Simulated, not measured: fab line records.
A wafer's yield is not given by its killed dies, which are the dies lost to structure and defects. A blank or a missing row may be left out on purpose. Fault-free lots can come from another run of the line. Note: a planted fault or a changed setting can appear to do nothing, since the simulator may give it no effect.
Matching of chambers | flow nand-harc | 4 sister chambers for NHARC_A_BLC_STRIP_29 on rie-diel-11
The step strips in CF4. 8 wafers are shown with their chamber, then 8 later ones without.

WAFERS WITH THEIR CHAMBER
wafer  | chamber | drypump-motor-current-A (A) | throttle-valve-pct (%)
L077.5 | 2       | 5.8                         | 13.288
L078.6 | 2       | 5.7                         | 13.289
L080.3 | 1       | 4.7                         | 13.277
L080.6 | 0       | 4.9                         | 13.269
L083.1 | 3       | 5.5                         | 13.287
L083.5 | 0       | 4.9                         | 13.272
L083.6 | 1       | 4.7                         | 13.285
L089.1 | 3       | 5.5                         | 13.277

WAFERS WITHOUT THEIR CHAMBER
wafer  | drypump-motor-current-A (A) | throttle-valve-pct (%)
L089.2 | 4.7                         | 13.303
L089.6 | 4.9                         | 13.282
L090.2 | 4.9                         | 13.284
L090.4 | 5.7                         | 13.289
L090.6 | 4.7                         | 13.273
L095.1 | 4.9                         | 13.289
L095.2 | 4.7                         | 13.301
L095.3 | 5.7                         | 13.277

WHICH CHAMBER EACH WENT THROUGH
wafer  | from the rows above     | in truth
L089.2 | 1                       | 1
L089.6 | 0                       | 0
L090.2 | 0                       | 0
L090.4 | 2                       | 2
L090.6 | 1                       | 1
L095.1 | can't be placed: 0 or 1 | 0
L095.2 | 1                       | 1
L095.3 | 2                       | 2
Correctly placed: 7 of 8. Cannot be placed on the basis of these rows: 1; the candidates contain the true chamber in 1. Number placed wrongly: 0.
How it was worked out, from the rows above alone: a wafer's distance from a chamber is the root of the sum, over the readings, of the square of ((its reading less the chamber's mean) divided by the reading's scatter). If the next closest chamber is less than 2 further off than the closest, the wafer can't be placed; otherwise it belongs to the closest. For every chamber, the mean is computed from those of its wafers that are shown. The scatter: take each reading less its chamber's mean, square it, sum over the shown wafers, divide by the number of wafers less the number of chambers, and take the root.
